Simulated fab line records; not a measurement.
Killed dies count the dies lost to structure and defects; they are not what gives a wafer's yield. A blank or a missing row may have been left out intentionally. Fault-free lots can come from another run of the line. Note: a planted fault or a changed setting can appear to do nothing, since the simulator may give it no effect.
Matching of chambers	flow n5 finfet	N5_GATE_CUT_PECVD_57 on pecvd-04 has 3 sister chambers
The step deposits SiNx from SiH4/NH3/N2, target thk 21 nm. 6 wafers are shown with their chamber, then 8 later ones without.

WAFERS WITH THEIR CHAMBER
wafer	chamber	throttle valve pct (%)	heater power w (W)
L087.4	1	37.3	851
L088.5	2	37.1	940
L089.1	1	37.3	756
L089.2	2	37.1	970
L089.4	0	38.4	674
L090.1	0	38.9	660

WAFERS MISSING THEIR CHAMBER
wafer	throttle valve pct (%)	heater power w (W)
L090.2	37.1	935
L090.3	37.5	908
L091.3	36.9	891
L091.4	37.5	865
L091.6	37.3	895
L097.1	38.8	725
L097.3	37.5	845
L097.6	37.3	805

CHAMBER TAKEN BY EACH
wafer	from the rows above	in truth
L090.2	2	2
L090.3	can't be placed: 2 or 1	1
L091.3	can't be placed: 2 or 1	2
L091.4	can't be placed: 1 or 2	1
L091.6	can't be placed: 2 or 1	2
L097.1	0	0
L097.3	can't be placed: 1 or 2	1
L097.6	1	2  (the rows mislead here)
Correct placement for 2 of the 8. Cannot be placed on the basis of these rows: 5; the candidates contain the true chamber in 5. 1 placed wrongly.
How it was worked out, from the rows above alone: a wafer's distance from a chamber is the root of the sum, over the readings, of the square of ((its reading less the chamber's mean) divided by the reading's scatter). The wafer belongs to the nearest chamber; if the next one is less than 2 further off, it can't be placed. Each chamber's mean is taken over the wafers shown for it. The scatter: the root of (the sum of the squares of (reading less its chamber's mean) over the shown wafers, divided by (wafers less chambers)).
